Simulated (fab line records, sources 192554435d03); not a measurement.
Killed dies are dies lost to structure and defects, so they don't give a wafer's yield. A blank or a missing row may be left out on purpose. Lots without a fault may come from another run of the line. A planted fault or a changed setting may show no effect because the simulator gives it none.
Split-lot experiment | flow n5_finfet | 7 lots, 39 wafers read, on a route of 1938 steps

THE SPLIT
At N5_BEOL_M0_SAQP_ETCH_106 (etches SOC in N2/H2, stops on SiNx, target depth 150 nm), the setting target_depth_a was moved away from the recipe's 1500 angstrom on 12 of the 39 wafers read, by -57.3% to +38.9%. The other wafers ran this setting at the recipe's value.

The reading is taken at the split's own step.

THE READING
SOC_of_BEOL_M0_SAQP_COAT_105.thk_nm (the simulator's own value, which no gauge read), in nm, at N5_BEOL_M0_SAQP_ETCH_106 (etches SOC in N2/H2, stops on SiNx, target depth 150 nm). The file gives no usual value for it. The 27 wafers here that ran the recipe average 22.7 nm, standard deviation 2.4 nm.

wafer  | tool, chamber at the split | target_depth_a as run, angstrom | against the recipe | SOC_of_BEOL_M0_SAQP_COAT_105.thk_nm, nm | against lot-mates on the recipe
L077.1 | rie_diel-03, 0             | 1500                            | recipe             | 23.6                                    | -
L077.2 | rie_diel-03, 2             | 1500                            | recipe             | 22                                      | -
L077.3 | rie_diel-03, 3             | 1500                            | recipe             | 22.6                                    | -
L077.4 | rie_diel-03, 1             | 1500                            | recipe             | 23.8                                    | -
L077.6 | rie_diel-03, 1             | 1500                            | recipe             | 23.8                                    | -
L077.5 | rie_diel-03, 2             | 1500                            | recipe             | 22.2                                    | -
L078.1 | rie_diel-01, 3             | 1500                            | recipe             | 26.2                                    | -
L078.2 | rie_diel-01, 2             | 1500                            | recipe             | 19.4                                    | -
L078.3 | rie_diel-01, 1             | 1500                            | recipe             | 22.6                                    | -
L080.1 | rie_diel-03, 1             | 1500                            | recipe             | 24.6                                    | -
L080.2 | rie_diel-03, 3             | 854.7                           | -43.0%             | 55.2                                    | +32.4
L080.3 | rie_diel-03, 2             | 1500                            | recipe             | 21.6                                    | -
L080.4 | rie_diel-03, 0             | 1500                            | recipe             | 22.2                                    | -
L080.5 | rie_diel-03, 0             | 854.7                           | -43.0%             | 56.2                                    | +33.4
L080.6 | rie_diel-03, 3             | 854.7                           | -43.0%             | 55.8                                    | +33.0
L081.1 | rie_diel-03, 2,3,1         | 2083                            | +38.9%             | 0                                       | -22.2
L081.3 | rie_diel-03, 2,3,1         | 2083                            | +38.9%             | 0                                       | -22.2
L081.4 | rie_diel-03, 2,3,1         | 2083                            | +38.9%             | 0                                       | -22.2
L081.2 | rie_diel-03, 0             | 1500                            | recipe             | 22                                      | -
L081.5 | rie_diel-03, 0             | 1500                            | recipe             | 22.4                                    | -
L081.6 | rie_diel-03, 3             | 1500                            | recipe             | 22.2                                    | -
L085.1 | rie_diel-01, 3             | 640.4                           | -57.3%             | 68.8                                    | +44.7
L085.2 | rie_diel-01, 0             | 1500                            | recipe             | 27                                      | -
L085.3 | rie_diel-01, 1             | 640.4                           | -57.3%             | 66.6                                    | +42.5
L085.4 | rie_diel-01, 2             | 640.4                           | -57.3%             | 65.2                                    | +41.1
L085.5 | rie_diel-01, 2             | 1500                            | recipe             | 19.6                                    | -
L085.6 | rie_diel-01, 3             | 1500                            | recipe             | 25.8                                    | -
L092.1 | rie_diel-01, 2             | 1500                            | recipe             | 18.2                                    | -
L092.2 | rie_diel-01, 0             | 1500                            | recipe             | 26.6                                    | -
L092.3 | rie_diel-01, 1             | 1500                            | recipe             | 20.8                                    | -
L092.4 | rie_diel-01, 3             | 1500                            | recipe             | 26.2                                    | -
L092.5 | rie_diel-01, 1             | 1500                            | recipe             | 21                                      | -
L092.6 | rie_diel-01, 2             | 1500                            | recipe             | 19                                      | -
L091.1 | rie_diel-04, 2             | 1830                            | +22.0%             | 7.8                                     | -14.8
L091.2 | rie_diel-04, 1             | 1500                            | recipe             | 19.2                                    | -
L091.3 | rie_diel-04, 0             | 1500                            | recipe             | 24.2                                    | -
L091.4 | rie_diel-04, 3             | 1830                            | +22.0%             | 8                                       | -14.6
L091.5 | rie_diel-04, 3             | 1830                            | +22.0%             | 8.4                                     | -14.2
L091.6 | rie_diel-04, 0             | 1500                            | recipe             | 24.4                                    | -
Where a row lists several chambers, the file gives one row for several wafers and doesn't say which wafer went through which chamber.

THE FIT
A straight line over all 39 wafers: SOC_of_BEOL_M0_SAQP_COAT_105.thk_nm changes by -0.718 nm for each +1% of target_depth_a; r = -0.99; the points scatter about the line by 2.6 nm.
The same after taking each lot's own level away (the mean of its wafers on the recipe; 39 wafers): -0.703 nm for each +1%; r = -0.99; scatter 2.6 nm.
On that fit, the largest move of target_depth_a shifts the reading by 40 nm.
The lots' own levels span 21.97 to 24.13 nm, that is 0.9 times the standard deviation above.
So the lot-to-lot level changes the slope little: the two slopes agree.
Check: with one of the wafers moved furthest among these (-57.3%) left out of the fit, the line predicts +40.5 nm for it against its lot-mates. It came out at +44.7 nm against them.

OTHER SPLITS ON THESE WAFERS
These wafers also went through other splits before the reading. Each is held against what the fit with the lots' levels taken away leaves over:
other split on the same wafers                 | wafers away from the commonest value | r with SOC_of_BEOL_M0_SAQP_COAT_105.thk_nm (lot level and that fit taken away)
N5_PMOS_HMC_CHANNEL_EPI_HM_DEP_34 target_thk_a | 12                                   | -0.28
N5_FIN_CUT_CUT_ETCH_15 time_s                  | 15                                   | +0.16
N5_DUMMY_GATE_ETCH_31 target_depth_a           | 12                                   | -0.08
N5_HKMG_FIN_ETCH_55 time_s                     | 9                                    | +0.41
N5_MOL_CONTACT_COAG_CVD_140 target_thk_a       | 15                                   | -0.09

THE FILE'S OWN FIT
SOC_of_BEOL_M0_SAQP_COAT_105.thk_nm changes by -0.708 nm for each +1% of target_depth_a, r = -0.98.
